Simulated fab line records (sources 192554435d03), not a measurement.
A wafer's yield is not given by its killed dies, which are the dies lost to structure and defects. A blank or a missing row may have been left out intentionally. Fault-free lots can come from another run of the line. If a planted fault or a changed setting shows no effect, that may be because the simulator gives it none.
A lot that was struck, set against a sound lot | flow n5-finfet | 35 out of 1938 route steps
Sound: wafers L426.2, L426.5, L426.6. Struck: wafer L430.5 (left out: L430.1, L430.4 of the same lot, which were not struck); the cause appears at the end.
Order at every step that has rows: each side's tool, ch and its chambers, its first start. Under that, the readings that differ: sound wafers | struck wafers | difference of the means | sigmas: that difference in standard deviations of wafers without a fault.
alike: readings with means less than 2 such deviations apart, plus words and numbers identical on both sides. not compared: withheld readings, readings lacking a value on some wafer, bounds such as >300 that could conceal the same value, and numbers that have no deviation in the record and whose values overlap.
Wherever a step has rows on one side only, a row that says differs or no value, or a row with sigmas, the two part there. When numbers do not overlap yet have no deviation, they are printed without sigmas and do not part them. A reading missing from all wafers of one side parts the sides only when that side holds two or more wafers.

first, 9 steps without rows for these wafers: N5_PMOS_HMC_CHANNEL_EPI_DEVELOP_08 (develop time 30 s); N5_PMOS_HMC_CHANNEL_EPI_DESCUM_14 (chemistry O2, time 7.9 s); N5_PMOS_HMC_CHANNEL_EPI_ETCH_32 (etches BARC in N2/H2, stops on SiO2, target depth 85.8 nm, time 50.3 s); N5_PMOS_HMC_CHANNEL_EPI_HM_OPEN_15 (chemistry CHF3/O2, target SiO2, target depth 40.6 nm, time 20.3 s); N5_PMOS_HMC_CHANNEL_EPI_STRIP_33 (strips in N2/H2); N5_PMOS_HMC_CHANNEL_EPI_STRIP_17 (strips in SPM, time 750 s); N5_PMOS_HMC_CHANNEL_EPI_ETCH_38 (etches SiO2 in CF4, target depth 1.5 nm); N5_PMOS_HMC_CHANNEL_EPI_FIN_RECESS_16 (chemistry HBr/Cl2, target Si, target depth 54 nm, time 18 s); N5_PMOS_HMC_CHANNEL_EPI_PRECLEAN_36 (cleans in O3/DIW, time 45 s).
N5_PMOS_HMC_CHANNEL_EPI_PRECLEAN_18: cleans in DHF, time 30 s.
  sound on wet-bench-05 ch 3,4,7, day 4 23:49; struck on wet-bench-01 ch 2,4,7, day 6 00:17
then, 24 steps without rows for these wafers: N5_PMOS_HMC_CHANNEL_EPI_SRD_19 (time 30 s); N5_PMOS_HMC_CHANNEL_EPI_EPI_20 (deposits SiGe30, target thk 59 nm); N5_PMOS_HMC_CHANNEL_EPI_HM_STRIP_35 (strips SiO2 in dHF, material SiO2, target depth 39.6 nm, time 216 s); N5_PMOS_HMC_CHANNEL_EPI_SRD_39 (time 30 s); N5_PMOS_HMC_CHANNEL_EPI_CMP_21 (polishes SiGe30, target thk 54 nm); N5_PMOS_HMC_CHANNEL_EPI_PRECLEAN_40 (cleans in DHF, time 30 s); N5_PMOS_HMC_CHANNEL_EPI_PRECLEAN_37 (cleans in O3/DIW, time 45 s); N5_PMOS_HMC_CHANNEL_EPI_PRECLEAN_24 (cleans in DHF, time 30 s); N5_PMOS_HMC_CHANNEL_EPI_SRD_25 (time 30 s); N5_PMOS_HMC_CHANNEL_EPI_EPI_26 (deposits Si from SiH4/H2, target thk 3.8 nm, time 22.7 s); N5_FIN_SAQP_PRECLEAN_42 (cleans in O3/DIW, time 60 s); N5_FIN_SAQP_PRECLEAN_00 (cleans in SC1, time 60 s); N5_FIN_SAQP_PRECLEAN_44 (cleans in SC2, time 45 s); N5_FIN_SAQP_SRD_01 (time 30 s); N5_FIN_SAQP_ALD_61 (deposits SiO2, target thk 4 nm, pulse time 1 s, purge time 2 s); N5_FIN_SAQP_DENSIFY_62 (time 60 s); N5_FIN_SAQP_HM_DEP_03 (deposits SiNx from SiH4/NH3/N2, target thk 38 nm, time 33.6 s); N5_FIN_SAQP_PECVD_47 (deposits a-Si from SiH4/He, target thk 45 nm, time 36.3 s); N5_FIN_SAQP_PECVD_48 (deposits SiNx from SiH4/NH3/N2, target thk 25 nm, time 22.1 s); N5_FIN_SAQP_PECVD_06 (deposits a-Si from SiH4/He, target thk 60 nm, time 48.1 s); N5_FIN_SAQP_HM_DEP_72 (deposits SiO2 from SiH4/N2O, target thk 12 nm, time 7.2 s); N5_FIN_SAQP_COAT_49 (time 60 s, resist thk 100 nm); N5_FIN_SAQP_COAT_50 (time 60 s, resist thk 35 nm); N5_FIN_SAQP_COAT_10 (resist thk 90 nm).
-- record jumps: 10 days separate the struck wafers' starts on either side; left off in module FIN_SAQP, taken up again in module PASSIVATION, whose first shown step is the route's number 1936 --
N5_PASSIVATION_PROBE_49:
  struck on prober-01, day 16 08:35; sound on prober-02, day 15 20:45
  reading                  | sound          | struck | difference | sigmas
  defect-limited-yield (%) | 91.4 89.1 90.2 | 85.4   | -4.8       | -3
  killed-at-front-end      | 46 64 43       | 123    | +72        | +6
  killed-dies              | 102 129 116    | 172    | +56        | +3
  killed-open              | 69 92 84       | 52     | -30        | -2
  sort_bin_5_function (%)  | 5.3 5.6 5.6    | 8.7    | +3.2       | +3
  sort-n-pass              | 1078 1051 1064 | 1008   | -56        | -3
  sort-yield-pct (%)       | 91.4 89.1 90.2 | 85.4   | -4.8       | -3
  alike: killed_at_M0_to_M3, killed_at_M4_up, killed-at-contacts, killed-at-other, killed-on-rim, killed-short, sort_bin_6_memory

## WHERE THEY PART
N5_PASSIVATION_PROBE_49 only, going by this record.

WHY: what had been put in by the simulator
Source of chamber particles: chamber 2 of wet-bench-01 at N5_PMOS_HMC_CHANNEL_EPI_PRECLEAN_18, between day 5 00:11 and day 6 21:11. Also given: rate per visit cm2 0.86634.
